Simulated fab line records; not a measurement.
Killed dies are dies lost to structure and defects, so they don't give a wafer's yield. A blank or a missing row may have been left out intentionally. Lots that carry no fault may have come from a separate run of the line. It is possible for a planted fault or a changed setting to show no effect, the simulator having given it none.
Which of the tools did it? -- flow n5-finfet -- 9 lots with 27 wafers sampled at 5 steps, on a route of 1938 steps

## WHAT THE GAUGES READ, wafer by wafer
N5_BEOL_M0_SAQP_CD_MEAS_29: target cd 14.4 nm.
lot,measured,on,cd-nm (nm)
L615,day 5 21:46,cd-sem-03,14.81 14.89 15.07
L617,day 6 11:35,cd-sem-02,14.92 15.29 14.95
L618,day 6 16:52,cd-sem-02,14.97 15.07 14.46
L621,day 7 10:45,cd-sem-03,14.84 15.05 14.80
L625,day 8 09:03,cd-sem-02,15.08 14.46 14.91
L627,day 8 21:17,cd-sem-03,15.01 14.79 14.80
L633,day 10 08:38,cd-sem-03,15.22 15.02 14.96
L635,day 10 21:31,cd-sem-02,15.22 15.19 14.96
L637,day 11 07:32,cd-sem-03,15.29 15.02 14.69

N5_BEOL_M0_SAQP_CD_MEAS_40: target cd 30 nm.
lot,measured,on,cd-nm (nm)
L615,day 5 22:12,cd-sem-02,29.54 29.81 30.26
L617,day 6 11:53,cd-sem-03,30.23 30.41 29.63
L618,day 6 17:18,cd-sem-02,30.29 29.87 29.74
L621,day 7 11:03,cd-sem-01,30.00 29.62 29.61
L625,day 8 09:29,cd-sem-02,29.34 29.89 29.48
L627,day 8 21:43,cd-sem-03,29.69 30.35 30.08
L633,day 10 09:04,cd-sem-03,29.82 29.83 30.09
L635,day 10 21:49,cd-sem-02,29.53 29.48 29.77
L637,day 11 07:59,cd-sem-03,29.93 30.11 30.22

N5_BEOL_M4_RC_MEAS_101.
lot,measured,on,DIBL_N (mV/V),DIBL_P (mV/V),IOFF_N (nA/um),IOFF_P (nA/um),ION_N (uA/um),ION_P (uA/um),SS_N (mV/dec),SS_P (mV/dec),VT_N (mV),VT_P (mV)
L615,day 10 06:14,prober-02,40.9 39.8 40.4,42.8 41.1 41.4,0.23 0.23 0.22,0.29 0.26 0.25,690 686 673,468 462 460,72.8 72.7 72.8,75.1 74.3 74.4,246 245 247,-246 -250 -250
L617,day 11 12:30,prober-01,36.1 36.1 32.9,36.1 36.4 31.6,0.15 0.13 0.10,0.18 0.18 0.13,664 658 649,452 453 440,71.5 71.5 70.6,74.1 73.6 72.3,252 253 256,-254 -253 -259
L618,day 12 06:22,prober-02,35.6 32.7 33.3,34.3 31.2 31.2,0.13 0.10 0.11,0.21 0.16 0.17,655 653 672,456 456 465,71.2 70.6 70.6,73.0 72.5 72.5,254 256 254,-249 -253 -250
L621,day 11 22:26,prober-02,39.6 38.0 36.0,39.8 37.3 36.4,0.20 0.16 0.13,0.28 0.22 0.22,697 693 665,482 468 466,72.4 71.1 70.8,73.5 72.6 73.5,247 249 252,-246 -249 -246
L625,day 13 19:52,prober-01,39.7 35.5 38.8,39.9 34.3 38.9,0.23 0.15 0.19,0.25 0.16 0.23,696 674 671,467 459 460,72.6 71.7 71.9,73.8 73.0 73.4,247 248 249,-251 -255 -250
L627,day 13 21:08,prober-02,35.0 36.9 35.4,34.0 35.9 33.5,0.13 0.15 0.13,0.18 0.21 0.18,681 660 670,470 453 458,70.8 72.0 71.0,72.6 72.5 72.5,253 253 250,-253 -251 -254
L633,day 14 00:20,prober-01,34.9 36.5 32.7,32.3 34.6 30.2,0.12 0.14 0.09,0.17 0.19 0.13,658 668 638,457 459 448,71.2 71.3 70.1,72.0 72.0 72.1,254 256 260,-255 -253 -257
L635,day 15 23:36,prober-01,39.0 35.7 35.9,39.9 34.8 35.3,0.21 0.14 0.14,0.25 0.17 0.18,680 668 664,462 448 456,72.3 71.9 71.7,73.8 72.3 72.0,247 251 253,-249 -253 -253
L637,day 16 01:57,prober-01,36.0 36.3 37.1,38.2 37.8 38.4,0.16 0.16 0.18,0.22 0.20 0.22,676 672 672,464 458 462,71.4 72.0 72.2,73.3 73.1 73.3,253 254 252,-250 -249 -250

## WHICH TOOL RAN EACH LOT (tool, then ch and the chambers of the sampled wafers, then the start)
lot,N5_BEOL_M0_SAQP_DESCUM_45,N5_BEOL_M0_SAQP_ETCH_88
L615,"rie-diel-02 ch 2,3, day 5 22:26","rie-diel-02 ch 2,3, day 5 22:28"
L617,"rie-diel-06 ch 0,1, day 6 12:01","rie-diel-06 ch 0,1, day 6 12:03"
L618,"rie-diel-05 ch 0,1,2, day 6 17:25","rie-diel-05 ch 0,1,2, day 6 17:27"
L621,"rie-diel-02 ch 2,3, day 7 11:10","rie-diel-02 ch 2,3, day 7 11:13"
L625,"rie-diel-05 ch 0,3, day 8 09:37","rie-diel-05 ch 0,3, day 8 09:39"
L627,"rie-diel-05 ch 0,1, day 8 21:50","rie-diel-05 ch 0,1, day 8 21:52"
L633,"rie-diel-06 ch 1,2,3, day 10 09:11","rie-diel-06 ch 1,2,3, day 10 09:14"
L635,"rie-diel-06 ch 0,1,3, day 10 21:57","rie-diel-06 ch 0,1,3, day 10 21:59"
L637,"rie-diel-06 ch 1,2,3, day 11 08:07","rie-diel-06 ch 1,2,3, day 11 08:09"
- N5_BEOL_M0_SAQP_DESCUM_45: chemistry O2, time 7 s.
- N5_BEOL_M0_SAQP_ETCH_88: etches underlayer in N2/H2, target depth 6.5 nm, time 5.2 s.

## AS READ BY THE TOOLS THEMSELVES (means over the sampled wafers that have a number; for cases with no such wafer, the mark the record gives instead)
N5_BEOL_M0_SAQP_DESCUM_45.
lot,tool,drypump-motor-current-A (A),oes-product-au (a.u.),rf-fwd-power-W (W),rf-vpp-V (V),showerhead-plenum-p-Torr (Torr),throttle-valve-pct (%)
L615,rie-diel-02,5.8,0.82,49.31,242.2,2.02,20.57
L617,rie-diel-06,5.0,0.76,49.44,242.6,2.11,20.43
L618,rie-diel-05,5.7,0.76,49.60,244.8,2.14,20.23
L621,rie-diel-02,6.1,0.77,49.60,241.9,2.05,20.78
L625,rie-diel-05,5.9,0.70,49.32,244.4,2.12,20.35
L627,rie-diel-05,6.0,0.73,49.58,243.7,2.12,20.13
L633,rie-diel-06,6.1,0.75,49.29,242.8,2.07,20.40
L635,rie-diel-06,5.5,0.73,49.16,241.8,2.07,20.38
L637,rie-diel-06,6.1,0.74,49.33,242.2,2.06,20.41

N5_BEOL_M0_SAQP_ETCH_88.
lot,tool,drypump-motor-current-A (A),etch-rf-on-time-s (s),oes-product-au (a.u.),rf-fwd-power-W (W),rf-vpp-V (V),showerhead-plenum-p-Torr (Torr),throttle-valve-pct (%)
L615,rie-diel-02,5.8,5.21,0.70,816.5,520.2,2.44,17.95
L617,rie-diel-06,5.0,5.20,0.66,820.3,524.6,2.55,17.84
L618,rie-diel-05,5.7,5.07,0.66,819.3,526.1,2.61,17.76
L621,rie-diel-02,6.1,5.25,0.65,820.8,521.7,2.48,18.16
L625,rie-diel-05,6.0,6.38,0.54,616.9,575.2,2.59,17.96
L627,rie-diel-05,6.0,6.39,0.55,617.4,574.0,2.59,17.75
L633,rie-diel-06,6.1,5.17,0.64,820.0,523.3,2.51,17.85
L635,rie-diel-06,5.6,5.17,0.63,820.2,523.8,2.50,17.74
L637,rie-diel-06,6.1,5.18,0.64,818.0,522.9,2.50,17.88

## THE ANSWER, worked out from the rows above alone
Rule: usual is defined by the lots themselves. Put in order of their means at a reading, lots are off if they are a third of the lots or fewer, leave a main group of 4 or more, and stand apart from it by a gap of 3 or more times the standard deviation of the main group's means; of several such gaps the widest counts. If all means in a main group match to the digits the tables above print for the reading, that group is not used. A lot without any number at a reading at which 4 lots or more have one is off too. Where the step has rows for the other lots, those lots are counted as sound. The gauges are gone through in route order, then the tools' own readings, and for those a lot's mean is taken as printed above. The first step at which some lot is off is used, and at that step the reading that is off furthest; a lot without a number counts as furthest.
Off, at N5_BEOL_M0_SAQP_ETCH_88 on rf-fwd-power-W: L625, L627. The main group has a mean of 819.3 W with a standard deviation of 1.4.
If a tool, at that step or one of the process steps before it, ran each lot that is off and ran no sound lot following the first of them, it fits. One fits: rie-diel-05 at N5_BEOL_M0_SAQP_DESCUM_45 and N5_BEOL_M0_SAQP_ETCH_88. At N5_BEOL_M0_SAQP_DESCUM_45 its last sound lot is L618 (day 6 17:25), its first lot that is off L625 (day 8 09:37): a fault that began between those two fits.

## WHAT WAS PUT IN BY THE SIMULATOR
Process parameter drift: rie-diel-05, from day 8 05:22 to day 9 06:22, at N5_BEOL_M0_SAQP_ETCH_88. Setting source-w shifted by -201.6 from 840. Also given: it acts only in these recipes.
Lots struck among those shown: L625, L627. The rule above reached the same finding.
